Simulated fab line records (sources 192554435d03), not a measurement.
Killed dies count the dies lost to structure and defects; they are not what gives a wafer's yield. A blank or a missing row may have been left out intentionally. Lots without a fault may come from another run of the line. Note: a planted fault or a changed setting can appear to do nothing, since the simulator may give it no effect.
Which tool was responsible? | flow n5 finfet | 12 lots, 36 wafers sampled, at 2 steps of a route of 1938

WHAT THE GAUGES READ, wafer by wafer
N5_STI_FIN_REVEAL_CD_MEAS_22: target cd 6.238 nm, pitch 28 nm. Usual: cd nm 6.21 nm, standard deviation 0.29.
lot  | measured    | on        | cd nm (nm)     | flag
L914 | day 3 02:38 | cd sem-02 | 6.10 6.20 5.76 |
L915 | day 3 06:30 | cd sem-02 | 6.19 6.40 6.46 |
L916 | day 3 13:29 | cd sem-03 | 6.63 5.63 6.21 |
L918 | day 4 00:38 | cd sem-02 | 6.76 6.49 6.53 |
L919 | day 4 06:18 | cd sem-03 | 6.34 6.37 6.43 |
L920 | day 4 16:40 | cd sem-02 | 6.26 5.82 6.49 |
L923 | day 5 10:14 | cd sem-01 | 6.43 6.45 6.08 |
L927 | day 6 07:04 | cd sem-03 | 6.46 5.96 6.46 |
L928 | day 6 15:31 | cd sem-01 | 6.11 6.03 6.63 |
L931 | day 7 06:51 | cd sem-01 | 6.38 6.58 6.07 |
L933 | day 7 19:02 | cd sem-01 | 5.78 6.63 6.46 |
L934 | day 8 01:29 | cd sem-03 | 6.45 6.48 5.80 |

TOOL THAT RAN EACH LOT (tool first, then ch and the chambers of the sampled wafers, then the start)
lot  | N5_STI_FIN_REVEAL_OXIDATION_31
L914 | plasma asher-02 ch 0,1, day 3 02:08
L915 | plasma asher-01 ch 0,1, day 3 05:59
L916 | plasma asher-01 ch 0,1, day 3 12:58
L918 | plasma asher-01 ch 0,1, day 4 00:07
L919 | plasma asher-02 ch 0,1, day 4 05:44
L920 | plasma asher-02 ch 0,1, day 4 16:06
L923 | plasma asher-01 ch 0,1, day 5 09:43
L927 | plasma asher-01 ch 0,1, day 6 06:31
L928 | plasma asher-02 ch 0,1, day 6 14:58
L931 | plasma asher-02 ch 0,1, day 7 06:10
L933 | plasma asher-02 ch 0,1, day 7 18:20
L934 | plasma asher-02 ch 0,1, day 8 00:58
- N5_STI_FIN_REVEAL_OXIDATION_31: chemistry O2 PLASMA REMOTE, time 20 s.

AS READ BY THE TOOLS THEMSELVES (means over the sampled wafers that have a number; for cases with no such wafer, the mark the record gives instead)
N5_STI_FIN_REVEAL_OXIDATION_31. Usual: drypump motor current A 6.06 A, standard deviation 0.25; heater power w 154 W, standard deviation 11.
lot  | tool            | drypump motor current A (A) | heater power w (W) | flag
L914 | plasma asher-02 | 6.20                        | 147                |
L915 | plasma asher-01 | 5.88                        | 159                |
L916 | plasma asher-01 | 5.85                        | 160                |
L918 | plasma asher-01 | 5.77                        | 160                |
L919 | plasma asher-02 | 6.20                        | 145                |
L920 | plasma asher-02 | 6.29                        | 152                |
L923 | plasma asher-01 | 5.82                        | 161                |
L927 | plasma asher-01 | 5.75                        | 163                |
L928 | plasma asher-02 | 6.20                        | 147                |
L931 | plasma asher-02 | 6.29                        | 153                |
L933 | plasma asher-02 | 6.20                        | 146                |
L934 | plasma asher-02 | 6.21                        | 146                |

THE ANSWER, worked out from the rows above alone
Rule: a lot is off if the mean of its wafers that have a number lies more than 3 standard deviations from the usual mean. Also off: a lot with no number at a reading for which 4 or more lots have one. Any other lot the step has rows for is counted as sound. Order of review: gauges by route order, followed by the tools' own readings, for which a lot's mean as printed above is used. At the first step where some lot is off, the reading lying furthest off is the one used; lots without a number count as furthest.
Nothing can be told from this: no lot is off at any reading shown.

WHAT WAS PUT IN BY THE SIMULATOR
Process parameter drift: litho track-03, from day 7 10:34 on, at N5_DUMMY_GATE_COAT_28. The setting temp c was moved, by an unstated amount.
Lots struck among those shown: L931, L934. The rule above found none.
